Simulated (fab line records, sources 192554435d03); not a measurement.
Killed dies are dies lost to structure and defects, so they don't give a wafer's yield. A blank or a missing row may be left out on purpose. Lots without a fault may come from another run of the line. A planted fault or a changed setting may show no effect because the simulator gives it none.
Tool commonality check | flow n5_finfet | 12 lots, 36 wafers sampled

WHY IT WAS OPENED
At N5_SDB_CD_MEAS_11 the reading cd_nm is flagged on 2 of 12 lots. Wafers without a fault read 49.4 nm, standard deviation 1.1.
Rule: a lot is flagged when every wafer of it that has a number lies more than 4 standard deviations from that mean, or none has a number. The other lots count as sound.

lot  | measured    | on        | cd_nm (nm), wafer by wafer | flag
L542 | day 4 05:41 | cd_sem-02 | 51.1 51.7 50.7             |
L543 | day 4 13:26 | cd_sem-03 | 50.5 49.8 49.3             |
L544 | day 4 19:28 | cd_sem-03 | 48.5 47.2 47.4             |
L546 | day 5 06:17 | cd_sem-01 | 42.1 44.6 43.2             | FLAGGED
L548 | day 5 19:13 | cd_sem-03 | 43.7 43.8 44.3             | FLAGGED
L549 | day 6 00:50 | cd_sem-02 | 48.0 49.5 48.9             |
L552 | day 6 18:40 | cd_sem-03 | 51.0 50.5 49.9             |
L553 | day 7 01:43 | cd_sem-01 | 49.4 50.5 49.9             |
L554 | day 7 07:22 | cd_sem-01 | 49.7 49.5 48.2             |
L558 | day 8 07:40 | cd_sem-01 | 49.6 49.3 47.4             |
L562 | day 9 06:55 | cd_sem-02 | 47.5 48.4 48.9             |
L563 | day 9 11:05 | cd_sem-02 | 49.4 50.3 51.8             |
The numbers of the flagged lots are 43.6 nm on average: -5.8 nm against the usual, or -5 standard deviations.

WHICH TOOL RAN EACH LOT
The record holds 3 process steps before the reading, out of a route of 1938 steps. In each cell: the tool, then ch and the chambers that the sampled wafers went through, then the start.
lot  | flag    | N5_SD_ACTIVATION_RTA_00         | N5_ILD0_CMP_07               | N5_SDB_EXPOSE_08
L542 |         | rtp_anneal-01 ch 0, day 3 21:49 | cmp-04 ch 1,2, day 4 01:18   | arfi_scanner-02 ch 0, day 4 05:34
L543 |         | rtp_anneal-01 ch 0, day 4 05:56 | cmp-02 ch 0,1,2, day 4 09:25 | arfi_scanner-01 ch 0, day 4 13:19
L544 |         | rtp_anneal-01 ch 0, day 4 12:01 | cmp-02 ch 0,2,3, day 4 15:33 | arfi_scanner-01 ch 0, day 4 19:20
L546 | FLAGGED | rtp_anneal-01 ch 0, day 4 22:06 | cmp-04 ch 0,1,3, day 5 01:55 | arfi_scanner-01 ch 0, day 5 06:10
L548 | FLAGGED | rtp_anneal-02 ch 0, day 5 11:34 | cmp-02 ch 0,3, day 5 15:14   | arfi_scanner-01 ch 0, day 5 19:05
L549 |         | rtp_anneal-02 ch 0, day 5 16:40 | cmp-04 ch 1,2,3, day 5 20:33 | arfi_scanner-02 ch 0, day 6 00:43
L552 |         | rtp_anneal-02 ch 0, day 6 11:11 | cmp-04 ch 0,2,3, day 6 14:38 | arfi_scanner-02 ch 0, day 6 18:32
L553 |         | rtp_anneal-02 ch 0, day 6 17:16 | cmp-02 ch 0,2,3, day 6 21:54 | arfi_scanner-02 ch 0, day 7 01:36
L554 |         | rtp_anneal-02 ch 0, day 6 23:14 | cmp-01 ch 0,1, day 7 03:14   | arfi_scanner-02 ch 0, day 7 07:14
L558 |         | rtp_anneal-02 ch 0, day 8 00:19 | cmp-01 ch 0,1,3, day 8 03:46 | arfi_scanner-03 ch 0, day 8 07:32
L562 |         | rtp_anneal-01 ch 0, day 8 23:26 | cmp-04 ch 0,2, day 9 02:54   | arfi_scanner-02 ch 0, day 9 06:48
L563 |         | rtp_anneal-01 ch 0, day 9 03:44 | cmp-02 ch 1,2, day 9 07:11   | arfi_scanner-02 ch 0, day 9 10:58
What these steps do:
- N5_SD_ACTIVATION_RTA_00: time 0 s.
- N5_ILD0_CMP_07: polishes SiO2 flowable, stops on poly-Si, t overpolish 1.18 s, target thk 138.88 nm.
- N5_SDB_EXPOSE_08: exposes mask SDB.
- N5_SDB_CD_MEAS_11: target cd 50 nm.

FLAGGED OVER TOTAL, TOOL BY TOOL (the gauges that took the reading come last)
step                    | tool            | lots run | flagged | share of the flagged lots | sound lots run after its first flagged lot
N5_SD_ACTIVATION_RTA_00 | rtp_anneal-01   | 6        | 1       | some                      | 2 (L562,L563)
N5_SD_ACTIVATION_RTA_00 | rtp_anneal-02   | 6        | 1       | some                      | 5 (L549,L552,L553,L554,L558)
N5_ILD0_CMP_07          | cmp-01          | 2        | 0       | none                      | -
N5_ILD0_CMP_07          | cmp-02          | 5        | 1       | some                      | 2 (L553,L563)
N5_ILD0_CMP_07          | cmp-04          | 5        | 1       | some                      | 3 (L549,L552,L562)
N5_SDB_EXPOSE_08        | arfi_scanner-01 | 4        | 2       | all                       | 0
N5_SDB_EXPOSE_08        | arfi_scanner-02 | 7        | 0       | none                      | -
N5_SDB_EXPOSE_08        | arfi_scanner-03 | 1        | 0       | none                      | -
N5_SDB_CD_MEAS_11       | cd_sem-01       | 4        | 1       | some                      | 3 (L553,L554,L558)
N5_SDB_CD_MEAS_11       | cd_sem-02       | 4        | 0       | none                      | -
N5_SDB_CD_MEAS_11       | cd_sem-03       | 4        | 1       | some                      | 1 (L552)

WHAT THE TABLE ALLOWS
1 row of the table ran every flagged lot: arfi_scanner-01 at N5_SDB_EXPOSE_08.
- arfi_scanner-01 at N5_SDB_EXPOSE_08: 2 of its 4 lots flagged. Its last sound lot is L544 (day 4 19:20), its first flagged lot L546 (day 5 06:10): a fault that began between those two fits. Its own readings lie more than 4 standard deviations out on every wafer of the flagged lots: exposure_dose_mJ_cm2.
One tool is left: arfi_scanner-01 at N5_SDB_EXPOSE_08.

WHAT THE SIMULATOR HAD PUT IN
Process parameter drift: arfi_scanner-01, from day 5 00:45 on, at N5_SDB_EXPOSE_08. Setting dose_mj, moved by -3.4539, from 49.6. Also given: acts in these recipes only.
Lots struck among those shown: L546, L548. The rule above found the same.
